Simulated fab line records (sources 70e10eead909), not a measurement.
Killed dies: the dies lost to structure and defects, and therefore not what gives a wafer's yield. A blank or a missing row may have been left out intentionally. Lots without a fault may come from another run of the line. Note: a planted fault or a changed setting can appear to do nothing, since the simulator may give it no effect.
Tool commonality check + flow nand_harc + Sample size 2 lots and 6 wafers

== WHAT PROMPTED THE OPENING ==
At NHARC_END_SORT_01 the reading killed_at_periphery is flagged on 2 of 2 lots. Fault-free wafers read 3.2, with a standard deviation of 2.3.
Rule: a lot gets a flag if all its wafers with a number sit over 4 standard deviations from that mean, or if no wafer of it has a number. All remaining lots are regarded as sound.

| lot  | measured     | on        | killed_at_periphery, wafer by wafer | flag    |
|------|--------------|-----------|-------------------------------------|---------|
| L818 | day 22 09:26 | prober-02 | 63 38 70                            | FLAGGED |
| L816 | day 22 14:59 | prober-01 | 74 33 34                            | FLAGGED |
The mean of the flagged lots' numbers is 52.0, +48.8 from the usual (+21 standard deviations).

== LOT BY LOT: THE TOOL USED ==
Before the reading, the record contains 2 process steps out of a 1159-step route. In each cell: the tool, then ch and the chambers that the sampled wafers went through, then the start.
| lot  | flag    | NHARC_P_CONTACT_DEP_30       | NHARC_THIN_TSV_DEGAS_49      |
|------|---------|------------------------------|------------------------------|
| L818 | FLAGGED | pecvd-03 ch 0,1, day 8 20:01 | pvd_sputter-03, day 21 18:24 |
| L816 | FLAGGED | pecvd-03 ch 1,2, day 8 21:34 | pvd_sputter-01, day 22 02:36 |
These steps, and what they do:
- NHARC_P_CONTACT_DEP_30: deposits SiNx, target thk 30 nm.
- NHARC_THIN_TSV_DEGAS_49: time 120 s.
- NHARC_END_SORT_01

== FLAGGED OVER TOTAL, TOOL BY TOOL (the gauges that took the reading come last) ==
| step                    | tool           | lots run | flagged | share of the flagged lots | sound lots run after its first flagged lot |
|-------------------------|----------------|----------|---------|---------------------------|--------------------------------------------|
| NHARC_P_CONTACT_DEP_30  | pecvd-03       | 2        | 2       | all                       | 0                                          |
| NHARC_THIN_TSV_DEGAS_49 | pvd_sputter-01 | 1        | 1       | some                      | 0                                          |
| NHARC_THIN_TSV_DEGAS_49 | pvd_sputter-03 | 1        | 1       | some                      | 0                                          |
| NHARC_END_SORT_01       | prober-01      | 1        | 1       | some                      | 0                                          |
| NHARC_END_SORT_01       | prober-02      | 1        | 1       | some                      | 0                                          |

== WHAT THE TABLE PERMITS ==
Rows of the table that ran each flagged lot: 1, that is pecvd-03 at NHARC_P_CONTACT_DEP_30.
- pecvd-03 at NHARC_P_CONTACT_DEP_30: 2 of its 2 lots flagged. The start can't be narrowed down: in this sample, it ran no sound lot prior to its first flagged lot.
What remains is a single tool, pecvd-03 at NHARC_P_CONTACT_DEP_30.

== WHAT THE SIMULATOR HAD INSERTED ==
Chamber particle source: pecvd-03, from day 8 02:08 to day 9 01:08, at NHARC_P_CONTACT_DEP_30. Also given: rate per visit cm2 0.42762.
Lots struck among those shown: L818, L816. This agrees with what the rule above found.
